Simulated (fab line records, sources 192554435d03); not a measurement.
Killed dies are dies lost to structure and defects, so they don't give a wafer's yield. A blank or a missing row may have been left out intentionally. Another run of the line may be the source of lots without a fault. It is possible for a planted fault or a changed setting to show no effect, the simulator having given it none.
8D (eight disciplines) problem report, filled in by code -- flow n5-finfet -- the parts of the form that need people (team, actions taken, sign-off) are left out

## 1. WHAT WENT WRONG
Wafers without a fault read 44.72, standard deviation 0.043; exposure-dose-mJ-cm2 at N5_BEOL_M0_SAQP_EXPOSE_37 reads a mean of 43.77 on 9 wafers belonging to 3 lots. That is -22 standard deviations from the usual mean.
The step: exposes mask M0 CUT1, target cd 30 nm.
First observed at day 7 00:46: wafer L826.3, on euv-scanner-01. Wafers with a number at this step in the record: 15, from 5 lots. By rule, "out" or "out of limits" means more than 4 standard deviations away from the usual mean. Any other wafer with a number is counted as sound.

## 2. WHAT IT IS AND WHAT IT IS NOT
question,is,is not
which readings at this step,exposure-dose-mJ-cm2,reticle-temp-C
which lots,"L826, L829, L831","L824, L840"
which wafers of those lots,all that have a number,-
read on which tools,euv-scanner-01,euv-scanner-02
when,from day 7 00:46,up to then (3 sound wafers); but 3 sound wafers of L840 came after

## 3. SUSPECTS, AND WHAT RULES EACH OUT
Counting: any tool at a process step up to the reading is kept as a suspect provided that every lot that is out went through it and no sound lot did after the first of them.
- euv-scanner-01 at N5_BEOL_M0_SAQP_EXPOSE_37 (exposes mask M0 CUT1, target cd 30 nm): kept. All lots that are out passed through it, beginning with L826 at day 7 00:46, and no sound lot followed; its final sound lot before that point was L824 at day 6 04:31. Its own readings are out on those wafers: exposure-dose-mJ-cm2.
After counting, what remains is euv-scanner-01 at N5_BEOL_M0_SAQP_EXPOSE_37.

## 4. THE CAUSE (what the simulator had put in)
Drift in process parameters on euv-scanner-01 at N5_BEOL_M0_SAQP_EXPOSE_37, starting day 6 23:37. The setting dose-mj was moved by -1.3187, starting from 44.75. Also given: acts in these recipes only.
After counting, this tool was the only one left.

## 5. THE EFFECT CHAIN, in route order
Each row: a reading where the mean over the struck wafers with a number is more than 3 standard deviations away from the usual. Only readings whose record carries a usual standard deviation are examined. hours: median over the lots of the time between each lot's start at the first step of this table that gives one and its start at this step. sigmas: the change, counted in usual standard deviations.
hours,step,reading,usual,on struck wafers,change,sigmas
0,N5_BEOL_M0_SAQP_EXPOSE_37,exposure-dose-mJ-cm2,44.72,43.77,-0.95,-22
Here are the process steps it includes:
- N5_BEOL_M0_SAQP_EXPOSE_37: exposes mask M0 CUT1, target cd 30 nm.
Later steps that measure or inspect, where all struck wafers having a row at the step show a number for every such reading and not one has moved that far: N5_BEOL_M4_RC_MEAS_101.

## 6. HOW IT WOULD HAVE BEEN CAUGHT EARLIER
In this record the first reading out of limits was taken at day 7 00:46, 1 hour after the fault began at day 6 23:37.
